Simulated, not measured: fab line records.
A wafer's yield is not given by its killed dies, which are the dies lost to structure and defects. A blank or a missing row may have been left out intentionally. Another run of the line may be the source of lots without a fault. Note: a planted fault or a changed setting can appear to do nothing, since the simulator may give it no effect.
Chamber matching / flow n5Finfet / N5_BEOL_M3_ALD_84 on aldMetal-01: 4 sister chambers
The step deposits TaN, pulse time 2 s, purge time 3 s, co reactant purge time 2 s. 7 wafers are shown with their chamber, then 7 later ones without.

WAFERS, EACH WITH ITS CHAMBER
wafer=L080.1; chamber=2; heaterPowerW (W)=514
wafer=L080.3; chamber=1; heaterPowerW (W)=416
wafer=L088.2; chamber=3; heaterPowerW (W)=423
wafer=L088.4; chamber=0; heaterPowerW (W)=415
wafer=L088.5; chamber=0; heaterPowerW (W)=408
wafer=L089.1; chamber=2; heaterPowerW (W)=508
wafer=L089.5; chamber=3; heaterPowerW (W)=409

WAFERS WITH NO CHAMBER GIVEN
wafer=L089.6; heaterPowerW (W)=408
wafer=L091.1; heaterPowerW (W)=506
wafer=L091.5; heaterPowerW (W)=513
wafer=L091.6; heaterPowerW (W)=414
wafer=L095.3; heaterPowerW (W)=421
wafer=L095.5; heaterPowerW (W)=412
wafer=L095.6; heaterPowerW (W)=405

CHAMBER TAKEN BY EACH
wafer=L089.6; from the rows above=can't be placed: 0 or 1 or 3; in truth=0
wafer=L091.1; from the rows above=2; in truth=2
wafer=L091.5; from the rows above=2; in truth=2
wafer=L091.6; from the rows above=can't be placed: 1 or 3 or 0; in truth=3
wafer=L095.3; from the rows above=can't be placed: 1 or 3 or 0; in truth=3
wafer=L095.5; from the rows above=can't be placed: 0 or 1 or 3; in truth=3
wafer=L095.6; from the rows above=can't be placed: 0 or 1 or 3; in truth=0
Correct placement for 2 of the 7. Not placeable from these rows: 5 (in 5, the candidates include the true chamber). Number placed wrongly: 0.
How it was worked out, from the rows above alone: a wafer's distance from a chamber is the root of the sum, over the readings, of the square of ((its reading less the chamber's mean) divided by the reading's scatter). The wafer belongs to the nearest chamber; if the next one is less than 2 further off, it can't be placed. A chamber's mean is the mean of its shown wafers. The scatter: take each reading less its chamber's mean, square it, sum over the shown wafers, divide by the number of wafers less the number of chambers, and take the root.
